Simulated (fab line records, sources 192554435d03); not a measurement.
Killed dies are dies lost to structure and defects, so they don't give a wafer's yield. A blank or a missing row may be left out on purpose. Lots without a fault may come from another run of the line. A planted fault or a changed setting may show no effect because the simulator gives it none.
Which tool did it? | flow n5_finfet | 9 lots, 27 wafers sampled, at 7 steps of a route of 1938

WHAT THE GAUGES READ, wafer by wafer
N5_FIN_SAQP_OCD_MEAS_76. Usual: trench_depth_nm 120.1 nm, standard deviation 1.5.
lot  | measured    | on     | trench_depth_nm (nm) | flag
L474 | day 2 15:00 | ocd-01 | 121.3 121.4 120.7    |
L479 | day 3 20:13 | ocd-01 | 120.2 118.9 120.1    |
L480 | day 4 02:07 | ocd-01 | 121.0 119.6 118.5    |
L484 | day 5 03:35 | ocd-02 | 120.7 119.6 120.1    |
L486 | day 5 14:05 | ocd-02 | 121.5 120.4 121.0    |
L490 | day 6 14:35 | ocd-02 | 119.7 119.7 122.2    |
L491 | day 6 22:04 | ocd-02 | 120.0 120.5 122.2    |
L492 | day 7 01:40 | ocd-02 | 117.0 118.2 121.0    |
L494 | day 7 14:46 | ocd-01 | 121.3 118.5 120.6    |

N5_FIN_SAQP_INSPECT_40: inspects for defects (brightfield). Usual: raw_defect_count 225, standard deviation 68.
lot  | measured    | on                | raw_defect_count | flag
L474 | day 2 15:02 | defect_inspect-01 | 117 204 210      |
L479 | day 3 20:14 | defect_inspect-01 | 188 141 586      |
L480 | day 4 02:09 | defect_inspect-01 | 180 139 268      |
L484 | day 5 03:37 | defect_inspect-01 | 176 185 182      |
L486 | day 5 14:07 | defect_inspect-02 | 235 247 247      |
L490 | day 6 14:37 | defect_inspect-01 | 189 197 218      |
L491 | day 6 22:06 | defect_inspect-02 | 196 227 266      |
L492 | day 7 01:42 | defect_inspect-02 | 161 169 180      |
L494 | day 7 14:47 | defect_inspect-02 | 389 351 262      |

N5_FIN_CUT_CD_MEAS_08: target cd 29.1 nm. Usual: cd_nm 29.10 nm, standard deviation 0.24.
lot  | measured    | on        | cd_nm (nm)        | flag
L474 | day 2 15:20 | cd_sem-01 | 29.26 29.38 29.30 |
L479 | day 3 20:32 | cd_sem-03 | 28.94 28.96 28.69 |
L480 | day 4 02:28 | cd_sem-01 | 28.84 29.32 29.36 |
L484 | day 5 03:55 | cd_sem-01 | 29.20 28.99 29.37 |
L486 | day 5 14:25 | cd_sem-01 | 29.00 28.98 29.10 |
L490 | day 6 15:03 | cd_sem-03 | 29.29 28.94 29.13 |
L491 | day 6 22:32 | cd_sem-03 | 29.51 28.88 28.99 |
L492 | day 7 02:01 | cd_sem-02 | 29.14 28.94 28.79 |
L494 | day 7 15:13 | cd_sem-02 | 29.28 29.02 29.42 |

N5_FIN_CUT_INSPECT_10: inspects for defects (brightfield). Usual: raw_defect_count 42, standard deviation 11.
lot  | measured    | on                | raw_defect_count | flag
L474 | day 2 15:25 | defect_inspect-01 | 25 37 48         |
L479 | day 3 20:38 | defect_inspect-01 | 32 34 455        | OFF
L480 | day 4 02:33 | defect_inspect-01 | 34 26 49         |
L484 | day 5 04:00 | defect_inspect-02 | 39 35 30         |
L486 | day 5 14:31 | defect_inspect-02 | 35 56 38         |
L490 | day 6 15:08 | defect_inspect-01 | 28 42 38         |
L491 | day 6 22:37 | defect_inspect-02 | 41 48 36         |
L492 | day 7 02:05 | defect_inspect-02 | 23 39 55         |
L494 | day 7 15:19 | defect_inspect-02 | 59 57 47         |

N5_BEOL_M4_RC_MEAS_101. Usual: DIBL_N 35.3 mV/V, standard deviation 1.8; DIBL_P 35.2 mV/V, standard deviation 2.2; IOFF_N 0.144 nA/um, standard deviation 0.029; IOFF_P 0.19 nA/um, standard deviation 0.031; ION_N 670 uA/um, standard deviation 12; ION_P 460 uA/um, standard deviation 7.6; SS_N 71.2 mV/dec, standard deviation 0.62; SS_P 73.0 mV/dec, standard deviation 0.69; VT_N 251 mV, standard deviation 3.4; VT_P -251.4 mV, standard deviation 2.6.
lot  | measured     | on        | DIBL_N (mV/V)  | DIBL_P (mV/V)  | IOFF_N (nA/um)    | IOFF_P (nA/um) | ION_N (uA/um) | ION_P (uA/um) | SS_N (mV/dec)  | SS_P (mV/dec)  | VT_N (mV)   | VT_P (mV)            | flag
L474 | day 9 18:31  | prober-02 | 35.0 35.8 33.7 | 35.5 36.9 34.3 | 0.112 0.119 0.097 | 0.16 0.17 0.14 | 661 655 664   | 460 456 455   | 70.7 71.5 70.7 | 72.4 73.4 71.6 | 258 256 257 | -253.7 -254.2 -258.8 |
L479 | day 10 21:23 | prober-02 | 35.3 33.4 33.2 | 35.4 32.8 33.2 | 0.144 0.116 0.124 | 0.20 0.16 0.18 | 670 660 668   | 469 461 460   | 71.5 70.9 70.3 | 73.3 72.2 72.4 | 250 254 249 | -250.0 -254.0 -250.6 |
L480 | day 10 22:10 | prober-02 | 31.7 35.2 35.5 | 32.1 36.9 36.9 | 0.103 0.156 0.157 | 0.14 0.21 0.20 | 658 673 679   | 455 461 462   | 70.2 71.4 71.3 | 72.0 73.1 73.4 | 257 251 249 | -255.7 -253.1 -249.9 |
L484 | day 12 01:58 | prober-02 | 34.2 34.5 33.9 | 32.6 33.0 33.0 | 0.123 0.135 0.123 | 0.18 0.18 0.18 | 656 654 656   | 451 447 451   | 71.4 71.1 71.0 | 72.7 73.1 72.3 | 254 252 255 | -250.7 -251.3 -251.9 |
L486 | day 12 13:22 | prober-01 | 35.1 37.0 37.7 | 34.1 36.3 36.9 | 0.134 0.153 0.171 | 0.17 0.19 0.19 | 676 673 674   | 463 455 457   | 71.4 71.4 72.1 | 71.9 73.8 73.1 | 252 250 247 | -254.0 -255.1 -252.8 |
L490 | day 13 18:06 | prober-01 | 36.0 35.0 32.7 | 34.9 34.2 31.9 | 0.143 0.130 0.108 | 0.19 0.18 0.16 | 659 673 665   | 456 465 468   | 71.5 70.1 70.4 | 72.6 72.3 72.3 | 254 251 252 | -249.3 -252.6 -250.9 |
L491 | day 14 03:51 | prober-01 | 35.2 36.2 37.1 | 35.2 36.5 38.4 | 0.151 0.167 0.194 | 0.20 0.22 0.26 | 655 669 677   | 453 463 463   | 72.2 72.6 71.3 | 73.2 73.1 73.8 | 251 248 246 | -252.5 -248.8 -247.0 |
L492 | day 13 21:32 | prober-02 | 34.2 32.6 33.4 | 33.7 31.2 32.4 | 0.142 0.108 0.120 | 0.19 0.16 0.18 | 685 667 684   | 470 460 474   | 70.9 71.0 70.9 | 72.5 72.6 72.9 | 250 253 254 | -249.0 -253.1 -249.8 |
L494 | day 14 12:19 | prober-01 | 35.8 37.0 33.9 | 35.3 37.5 33.2 | 0.138 0.159 0.114 | 0.20 0.23 0.16 | 668 661 651   | 456 460 450   | 71.2 71.6 70.2 | 73.1 72.8 72.4 | 250 250 254 | -249.3 -248.0 -253.4 |

WHICH TOOL RAN EACH LOT (tool, then ch and the chambers of the sampled wafers, then the start)
lot  | N5_FIN_SAQP_STRIP_23               | N5_FIN_SAQP_MANDREL_ETCH_58
L474 | wet_bench-03 ch 2,4,7, day 2 10:28 | rie_si-05 ch 0,2,3, day 2 13:05
L479 | wet_bench-03 ch 1,3,7, day 3 16:02 | rie_si-05 ch 0,1, day 3 17:53
L480 | wet_bench-02 ch 1,2,7, day 3 22:23 | rie_si-03 ch 0,1,2, day 4 00:13
L484 | wet_bench-06 ch 4,5,6, day 4 22:49 | rie_si-03 ch 0,1,2, day 5 01:26
L486 | wet_bench-02 ch 1,4,7, day 5 10:20 | rie_si-05 ch 1,2,3, day 5 12:05
L490 | wet_bench-03 ch 1,3,4, day 6 10:02 | rie_si-03 ch 1,2,3, day 6 12:18
L491 | wet_bench-02 ch 0,2,7, day 6 17:23 | rie_si-05 ch 0,2,3, day 6 19:55
L492 | wet_bench-06 ch 2,3,5, day 6 21:46 | rie_si-03 ch 0,1,3, day 6 23:46
L494 | wet_bench-03 ch 0,2,5, day 7 10:22 | rie_si-06 ch 0,1,3, day 7 12:38
- N5_FIN_SAQP_STRIP_23: strips in SPM, time 750 s.
- N5_FIN_SAQP_MANDREL_ETCH_58: etches a-Si in HBr/Cl2, stops on SiNx, target depth 45 nm, bt time 10 s, time 27 s.

WHAT THE TOOLS THEMSELVES READ (means of the sampled wafers that have a number; where no wafer has one, the mark that the record gives instead)
N5_FIN_SAQP_MANDREL_ETCH_58. Usual: drypump_motor_current_A 5.74 A, standard deviation 0.22; oes_product_au 0.698 a.u., standard deviation 0.013; throttle_valve_pct 35.62 %, standard deviation 0.28.
lot  | tool      | drypump_motor_current_A (A) | oes_product_au (a.u.) | throttle_valve_pct (%) | flag
L474 | rie_si-05 | 5.74                        | 0.692                 | 35.66                  |
L479 | rie_si-05 | 5.63                        | 0.700                 | 35.33                  |
L480 | rie_si-03 | 5.85                        | 0.696                 | 35.74                  |
L484 | rie_si-03 | 5.85                        | 0.699                 | 35.75                  |
L486 | rie_si-05 | 5.77                        | 0.693                 | 35.45                  |
L490 | rie_si-03 | 5.84                        | 0.697                 | 35.77                  |
L491 | rie_si-05 | 5.72                        | 0.699                 | 35.64                  |
L492 | rie_si-03 | 5.72                        | 0.688                 | 35.74                  |
L494 | rie_si-06 | 5.52                        | 0.686                 | 35.91                  |

THE ANSWER, worked out from the rows above alone
Rule: a lot is off if the mean of its wafers that have a number lies more than 3 standard deviations from the usual mean. A lot without any number at a reading at which 4 lots or more have one is off too. The other lots that the step has rows for count as sound. The gauges are gone through in route order, then the tools' own readings, and for those a lot's mean is taken as printed above. The first step at which some lot is off is used, and at that step the reading that is off furthest; a lot without a number counts as furthest.
Off: L479, at N5_FIN_CUT_INSPECT_10 (raw_defect_count).
A tool fits if, at a process step before that reading, it ran every lot that is off, and no sound lot after the first of them. The gauges at N5_FIN_CUT_INSPECT_10 are tried like those tools. None of those tried fits.

WHAT THE SIMULATOR HAD PUT IN
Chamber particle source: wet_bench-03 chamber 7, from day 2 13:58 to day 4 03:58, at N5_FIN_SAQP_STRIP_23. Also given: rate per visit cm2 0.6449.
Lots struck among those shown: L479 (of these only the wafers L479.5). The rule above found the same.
